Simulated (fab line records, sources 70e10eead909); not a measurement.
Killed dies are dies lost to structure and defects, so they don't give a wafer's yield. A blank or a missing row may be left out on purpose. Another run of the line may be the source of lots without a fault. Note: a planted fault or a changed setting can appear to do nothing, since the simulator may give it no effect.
Chamber matching ; flow nand-harc ; 4 sister chambers for NHARC_A_STAIRCASE_STRIP_476 on rie-diel-12
The step strips in O2, time 20 s. 8 wafers are shown with their chamber, then 12 later ones without.

## EACH WAFER AND ITS CHAMBER
wafer;chamber;drypump-motor-current-A (A);showerhead-plenum-p-Torr (Torr)
L085.3;0;6.4;3.58
L085.6;0;6.4;3.58
L086.1;2;5.5;3.33
L086.3;1;6.6;3.32
L086.5;3;5.9;3.80
L087.1;1;6.5;3.31
L087.4;2;5.4;3.33
L087.6;3;5.9;3.79

## WAFERS MISSING THEIR CHAMBER
wafer;drypump-motor-current-A (A);showerhead-plenum-p-Torr (Torr)
L091.1;6.3;3.57
L091.2;5.9;3.79
L091.3;5.5;3.32
L091.4;6.6;3.31
L091.5;5.5;3.32
L091.6;6.6;3.31
L096.1;5.8;3.78
L096.3;5.5;3.32
L096.5;6.6;3.30
L094.1;5.5;3.32
L094.4;6.6;3.30
L094.5;5.4;3.32

## WHICH CHAMBER EACH WENT THROUGH
wafer;from the rows above;in truth
L091.1;0;0
L091.2;3;3
L091.3;2;2
L091.4;1;1
L091.5;2;2
L091.6;1;1
L096.1;3;3
L096.3;2;2
L096.5;1;1
L094.1;2;2
L094.4;1;1
L094.5;2;2
Correctly placed: 12 of 12. From these rows, 0 cannot be placed. Wrongly placed: 0.
How it was worked out, from the rows above alone: a wafer's distance from a chamber is the root of the sum, over the readings, of the square of ((its reading less the chamber's mean) divided by the reading's scatter). If the next closest chamber is less than 2 further off than the closest, the wafer can't be placed; otherwise it belongs to the closest. The mean given for a chamber averages the wafers shown for that chamber. The scatter: the root of (the sum of the squares of (reading less its chamber's mean) over the shown wafers, divided by (wafers less chambers)).
